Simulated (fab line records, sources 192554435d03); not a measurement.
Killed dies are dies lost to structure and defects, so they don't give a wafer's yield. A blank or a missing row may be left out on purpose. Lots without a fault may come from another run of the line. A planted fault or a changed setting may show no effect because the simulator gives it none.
fab line records | flow n5_finfet | part 2 of 2: steps 40 to 44 of 44
record lots=7 wafers=21 last_day=19
route steps=1938 shown MOL_CONTACT_COAG@624 BEOL_M0_SAQP@632
lots that met no fault: from a run of the same line without faults
start_h: hours from the record's first day to the start of the lot's first wafer shown | wait_h: hours since the lot's step before | " the same as in the row above | L1.1+2: a row that stands for several wafers | - no value, or no start given | * or withheld: withheld | < > ~ a bound
route shown NAME@n: a module of which the file shows steps, and the number in the route of the first | usual: mean/standard deviation of fault-free wafers | same: alike in all rows | chamber/n: place in a boat | sites: the reading at each site | _std_site: their standard deviation | _edge_site: outer sites' mean less inner sites' | radius_mm: how far each site lies from the wafer's centre | mask NAME#n: copy n | behind: the tool/chamber that last shaped the wafer | hold: why the lot was held/for how many hours/how that ended | device: the transistor (n, p or np) that didn't switch | end of line: the same wafers' tests at the end of the route | a step without rows: its recipe alone | killed: dies lost to structure and defects at the first sort, not the wafer's yield | map: a wafer's dies, x killed, . not, _ none there
set.NAME: the setting as run; set.NAME@STEP: as run at that earlier step | model.NAME: the simulator's own value behind a step, which no gauge read
lots at some steps of the route; a table a step, a row a wafer
services: from which hour (start_h, from the record's first day; less than 0 if before it) a tool's chamber was out of use, for how many hours, and why
## steps
# step N5_BEOL_M0_SAQP_SPACER1_ETCHBACK_99
# recipe chemistry=CHF3/O2 mode=anisotropic_etchback target=SiO2 target_depth_a=154 time_s=7.7 pressure_mtorr=30 source_w=650 bias_w=170 Ar_flow_sccm=200 CHF3_flow_sccm=50 O2_flow_sccm=5 ion_energy_ev=200
# usual O2_flow_sccm=5.001/0.016 drypump_motor_current_A=5.8/0.4 oes_product_au=0.78/0.066 rf_vpp_V=524/3.5 showerhead_plenum_p_Torr=2.44/0.063 throttle_valve_pct=18.93/0.15
# columns lot.wafer tool chamber start_h wait_h O2_flow_sccm drypump_motor_current_A oes_product_au rf_hours_counter_h rf_vpp_V showerhead_plenum_p_Torr throttle_valve_pct
L793.1 rie_diel-05 2 108.58 0.3 5.029 5.7 0.74 179 527 2.49 19.07
L793.4 " 3 " " 5.000 5.7 0.89 30 528 2.55 18.84
L793.6 " 0 " " 5.024 5.2 0.83 - 523 2.45 19.08
L802.2 rie_diel-05 3 164.39 0.3 5.008 5.7 0.87 47 529 2.54 18.86
L802.4 " 2 " " 4.998 5.7 0.74 195 527 2.48 19.11
L802.5 " 3 " " 5.012 5.7 0.86 - 528 2.54 18.87
L808.1 rie_diel-03 2 201.55 0.3 5.010 5.4 0.74 185 521 2.39 18.73
L808.2 " 3 " " 4.993 5.6 0.70 214 530 2.39 19.04
L808.4 " 1 " " 4.982 6.0 0.87 42 523 2.35 18.71
L809.3 rie_diel-04 2 204.79 0.3 5.015 6.5 0.72 210 522 2.38 18.80
L809.5 " 3 " " 4.982 6.5 0.70 - 519 2.40 18.90
L809.6 " 0 " " 4.993 5.4 0.84 - 527 2.53 18.66
L810.3 rie_diel-05 2 207.12 0.3 5.013 5.7 0.72 207 528 2.48 19.13
L810.5 " 2 " " 5.006 5.7 0.71 - 528 2.48 19.11
L810.6 " 1 " " 4.982 5.8 0.72 - 520 2.50 18.96
L816.1 rie_diel-04 2 247.87 0.3 5.009 6.5 0.71 222 522 2.38 18.82
L816.3 " 0 " " 5.012 5.4 0.83 82 527 2.53 18.68
L816.4 " 1 " " 4.984 6.2 0.74 164 525 2.40 19.08
L815.2 rie_diel-04 3 252.10 0.3 4.992 6.5 0.69 194 519 2.40 18.92
L815.3 " 0 " " 4.989 5.4 0.82 83 527 2.53 18.68
L815.4 " 2 " " 4.995 6.5 0.71 223 522 2.38 18.84
# step N5_BEOL_M0_SAQP_MANDREL1_REMOVE_100
# recipe chemistry=HBr/Cl2/O2 bt_time_s=10 target=a-Si stop_on=SiNx endpoint=OES-SiCl over_etch_frac=0.85 icp_w=600 bias_w=30 HBr_flow_sccm=150 Cl2_flow_sccm=80 O2_flow_sccm=5 pressure_mtorr=10
# step N5_BEOL_M0_SAQP_MANDREL_ETCH_103
# recipe chemistry=HBr/Cl2 target=a-Si target_depth_a=450 bt_time_s=10 stop_on=SiCN mask_material=SiO2 over_etch_frac=0.8 time_s=27 pressure_mtorr=10 icp_w=800 bias_w=75 HBr_flow_sccm=150 Cl2_flow_sccm=80 ends=end_point
# usual drypump_motor_current_A=5.6/0.4 oes_product_au=0.690/0.012 throttle_valve_pct=35.64/0.17
# same over_etch_frac=0.8
# columns lot.wafer tool chamber start_h wait_h drypump_motor_current_A oes_product_au rf_hours_counter_h throttle_valve_pct model.etch.depth_nm
L793.1 rie_si-02 1 108.95 0.0 5.3 0.667 7 35.62 44.8
L793.4 " 3 " " 5.5 0.699 0 35.65 45.19
L793.6 " 3 " " 5.5 0.702 - 35.64 45.5
L802.2 rie_si-05 1 164.77 0.0 6.6 0.694 70 35.48 45.22
L802.4 " 0 " " 5.8 0.687 3 35.72 45.62
L802.5 " 1 " " 6.6 0.704 - 35.47 46.17
L808.1 rie_si-04 1 201.92 0.0 5.1 0.285 141 36.74 0
L808.2 " 3 " " 5.4 0.286 59 36.62 0
L808.4 " 0 " " 5.6 0.298 9 36.41 0
L809.3 rie_si-02 0 205.17 0.0 6.3 0.284 42 36.81 0
L809.5 " 3 " " 5.5 0.289 - 36.56 0
L809.6 " 0 " " 6.4 0.288 - 36.81 0
L810.3 rie_si-05 3 207.72 0.0 5.3 0.286 106 36.54 0
L810.5 " 2 " " 5.4 0.286 - 36.70 0
L810.6 " 1 " " 6.6 0.288 - 36.40 0
L816.1 rie_si-05 2 248.24 0.0 5.4 0.689 18 35.77 45.61
L816.3 " 3 " " 5.3 0.712 107 35.61 46.1
L816.4 " 0 " " 5.7 0.686 4 35.69 45.9
L815.2 rie_si-02 2 252.48 0.0 5.8 0.699 49 35.24 44.8
L815.3 " 0 " " 6.4 0.688 43 35.90 45.41
L815.4 " 1 " " 5.4 0.680 10 35.62 45.65
# step N5_BEOL_M0_SAQP_MANDREL2_REMOVE_110
# recipe chemistry=HBr/Cl2/O2 bt_time_s=10 target=a-Si stop_on=SiCN endpoint=OES-SiCl over_etch_frac=1 icp_w=600 bias_w=30 HBr_flow_sccm=150 Cl2_flow_sccm=80 O2_flow_sccm=5 pressure_mtorr=10
# usual O2_flow_sccm=5.001/0.014 drypump_motor_current_A=5.7/0.43 oes_product_au=1.009/0.017 throttle_valve_pct=36.90/0.19
# same over_etch_frac=1
# columns lot.wafer tool chamber start_h wait_h O2_flow_sccm drypump_motor_current_A oes_product_au rf_hours_counter_h throttle_valve_pct model.BEOL_M0_SAQP.cd_nm
L793.1 rie_si-05 2 110.49 0.1 5.017 5.4 1.011 16 37.06 15.2
L793.4 " 3 " " 4.974 5.3 1.022 104 36.91 15.2
L793.6 " 1 " " 5.017 6.6 1.010 - 36.76 15
L802.2 rie_si-05 3 166.24 0.1 5.005 5.3 1.020 106 36.90 14.8
L802.4 " 1 " " 5.017 6.6 1.018 70 36.76 14.8
L802.5 " 0 " " 4.999 5.7 0.979 - 37.00 14.8
L808.1 rie_si-05 0 204.43 0.1 5.000 5.7 0.991 4 37.02 13
L808.2 " 1 " " 5.034 6.6 1.016 71 36.76 12.8
L808.4 " 3 " " 4.997 5.3 1.020 106 36.91 13
L809.3 rie_si-04 0 206.65 0.1 5.025 5.6 1.023 9 36.79 12.4
L809.5 " 0 " " 5.013 5.6 1.049 - 36.79 12.4
L809.6 " 3 " " 5.016 5.4 0.983 - 36.98 12.6
L810.3 rie_si-05 2 209.41 0.1 4.978 5.4 1.018 18 37.09 12.8
L810.5 " 3 " " 5.022 5.3 1.022 - 36.94 12.6
L810.6 " 0 " " 4.991 5.7 0.986 - 36.97 12.8
L816.1 rie_si-02 0 249.92 0.1 5.013 6.4 1.012 43 37.19 15
L816.3 " 1 " " 4.993 5.3 0.993 10 36.89 15
L816.4 " 2 " " 5.017 5.8 1.033 49 36.49 15
L815.2 rie_si-05 2 254.89 0.1 5.000 5.4 0.999 19 37.07 15
L815.3 " 0 " " 4.969 5.7 0.979 5 36.99 15
L815.4 " 1 " " 5.021 6.6 1.005 72 36.75 15.2
# step N5_BEOL_M0_SAQP_CD_MEAS_29
# recipe target_cd_nm=14.4 landing_energy_ev=1000 detector=se_inlens
# usual cd_nm=15.02/0.23
# columns lot.wafer tool chamber start_h wait_h cd_nm
L793.1 cd_sem-02 0 110.60 0.1 15.29
L793.4 " 0 " " 15.42
L793.6 " 0 " " 15.01
L802.2 cd_sem-01 0 166.35 0.1 14.98
L802.4 " 0 " " 14.85
L802.5 " 0 " " 14.71
L808.1 cd_sem-03 0 204.54 0.1 -
L808.2 " 0 " " -
L808.4 " 0 " " -
L809.3 cd_sem-01 0 206.76 0.1 -
L809.5 " 0 " " -
L809.6 " 0 " " -
L810.3 cd_sem-01 0 209.52 0.1 -
L810.5 " 0 " " -
L810.6 " 0 " " -
L816.1 cd_sem-01 0 250.03 0.1 15.04
L816.3 " 0 " " 14.56
L816.4 " 0 " " 14.88
L815.2 cd_sem-03 0 255.00 0.1 15.11
L815.3 " 0 " " 14.98
L815.4 " 0 " " 15.14
## services
# columns tool chamber start_h hours kind
rie_diel-03 - 87.04 0.8 repair
rie_si-02 2 89.45 3.8 repair
pecvd-01 1 90.44 5.9 repair
rie_diel-04 3 95.97 9.2 repair
rie_diel-03 2 97.05 64.8 repair
rie_si-04 - 108.13 15.6 pm
vapor_etch-01 - 111.08 0.7 repair
rie_si-05 2 114.82 13.6 repair
rie_si-05 0 132.67 14.3 repair
rie_diel-05 - 140.08 0.4 repair
rie_si-05 1 141.10 22.8 repair
rie_si-02 2 152.67 12.2 repair
rie_si-04 3 156.12 8.1 repair
vapor_etch-01 - 157.57 0.3 repair
pecvd-02 - 181.53 0.9 repair
pecvd-01 - 189.49 2.2 repair
rie_si-05 - 198.97 4.0 pm
pecvd-01 0 217.93 1.7 repair
pecvd-02 - 229.79 2.9 repair
vapor_etch-01 - 235.62 1.8 repair
rie_diel-03 1 235.73 2.8 repair
rie_si-02 - 244.76 0.2 repair
pecvd-04 - 247.94 0.7 repair
rie_diel-03 - 252.66 2.8 pm
## key
first_sign step=N5_BEOL_M0_SAQP_PECVD_96 reading=tool_record direction=missing
effect step=N5_BEOL_M0_SAQP_MANDREL_ETCH_103 reading=oes_product_au direction=down sigmas=33 usual=0.690 struck=0.288
effect step=N5_BEOL_M0_SAQP_CD_MEAS_29 reading=cd_nm direction=missing
model_effect step=N5_BEOL_M0_SAQP_MANDREL_ETCH_103 value=etch.depth_nm without=45.37 struck=0
model_effect step=N5_BEOL_M0_SAQP_MANDREL2_REMOVE_110 value=BEOL_M0_SAQP.cd_nm without=15.04 struck=12.71
met_at N5_BEOL_M0_SAQP_PECVD_96
struck_wafers L808.1,L808.2,L808.4,L809.3,L809.5,L809.6,L810.3,L810.5,L810.6
later_rows_left_out L808.1,L808.2,L808.4,L809.3,L809.5,L809.6,L810.3,L810.5,L810.6
sort_left_out L808.1,L808.2,L808.4,L809.3,L809.5,L809.6,L810.3,L810.5,L810.6
onset_between 162.37 199.33
fault kind=skipped_step_whole tool=pecvd-01,pecvd-02,pecvd-04 chamber=- onset_h=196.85 steps=N5_BEOL_M0_SAQP_PECVD_96 scope=struck_lots_only
# sort_left_out: the simulated sort isn't trusted on such a fault, so these wafers' sort isn't shown, and their yield isn't known
# later_rows_left_out: the simulator's readings of these wafers behind a module that went badly wrong aren't trusted and aren't shown, but for the sort
